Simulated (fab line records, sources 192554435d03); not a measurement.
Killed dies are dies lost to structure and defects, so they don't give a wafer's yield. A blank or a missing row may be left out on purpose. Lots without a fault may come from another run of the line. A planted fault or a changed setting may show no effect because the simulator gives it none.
Which tool did it? | flow n5_finfet | 12 lots, 36 wafers sampled, at 3 steps of a route of 1938

WHAT THE GAUGES READ, wafer by wafer
N5_BEOL_M5_THK_MEAS_53: measures by xrf.
lot  | measured     | on            | M5_THK (nm)
L075 | day 8 14:22  | film_metro-02 | 59.4 58.1 61.3
L077 | day 10 01:32 | film_metro-02 | 58.9 58.7 59.0
L079 | day 10 06:05 | film_metro-02 | 60.8 62.3 62.0
L082 | day 10 09:35 | film_metro-01 | 59.7 61.2 62.0
L081 | day 10 19:34 | film_metro-01 | 61.4 63.2 61.6
L085 | day 11 14:57 | film_metro-01 | 61.8 64.6 62.1
L087 | day 12 10:41 | film_metro-02 | 61.1 63.8 65.6
L089 | day 13 01:56 | film_metro-02 | 61.9 60.9 64.3
L090 | day 13 04:57 | film_metro-02 | 62.2 61.2 62.7
L093 | day 13 13:22 | film_metro-01 | 65.6 61.5 63.8
L095 | day 14 07:47 | film_metro-02 | 61.5 64.1 62.9
L097 | day 14 15:48 | film_metro-01 | 60.4 61.8 59.5

WHICH TOOL RAN EACH LOT (tool, then ch and the chambers of the sampled wafers, then the start)
lot  | N5_BEOL_M5_HM_OPEN_17             | N5_BEOL_M5_ANNEAL_49
L075 | rie_metal-03 ch 0,1, day 8 05:29  | pvd_sputter-02, day 8 09:18
L077 | rie_metal-02 ch 0,1, day 9 15:03  | pvd_sputter-03, day 9 20:29
L079 | rie_metal-03 ch 0,1, day 9 18:11  | pvd_sputter-02, day 10 01:02
L082 | rie_metal-01 ch 0,1, day 9 22:17  | pvd_sputter-01, day 10 04:31
L081 | rie_metal-02 ch 0,1, day 10 10:55 | pvd_sputter-03, day 10 14:31
L085 | rie_metal-01 ch 0,1, day 11 05:04 | pvd_sputter-02, day 11 09:37
L087 | rie_metal-02 ch 1, day 11 22:04   | pvd_sputter-03, day 12 05:05
L089 | rie_metal-01 ch 0,1, day 12 17:16 | pvd_sputter-03, day 12 20:52
L090 | rie_metal-02 ch 0,1, day 12 18:13 | pvd_sputter-01, day 12 23:53
L093 | rie_metal-01 ch 0,1, day 13 02:36 | pvd_sputter-02, day 13 06:11
L095 | rie_metal-02 ch 0,1, day 13 21:53 | pvd_sputter-02, day 14 02:43
L097 | rie_metal-02 ch 0,1, day 14 06:29 | pvd_sputter-02, day 14 10:44
- N5_BEOL_M5_HM_OPEN_17: chemistry Cl2/BCl3, target TiN, target depth 20 nm, overetch 6 nm.
- N5_BEOL_M5_ANNEAL_49: time 1800 s.

THE ANSWER, worked out from the rows above alone
Rule: what is usual is taken from the lots themselves. Put in order of their means at a reading, lots are off if they are a third of the lots or fewer, leave a main group of 4 or more, and stand apart from it by a gap of 3 or more times the standard deviation of the main group's means; of several such gaps the widest counts. A main group whose means are all the same, to the digits that the tables above print for the reading, isn't used. A lot without any number at a reading at which 4 lots or more have one is off too. The other lots that the step has rows for count as sound.
No lot is off at any reading shown: from this, nothing can be told.

WHAT THE SIMULATOR HAD PUT IN
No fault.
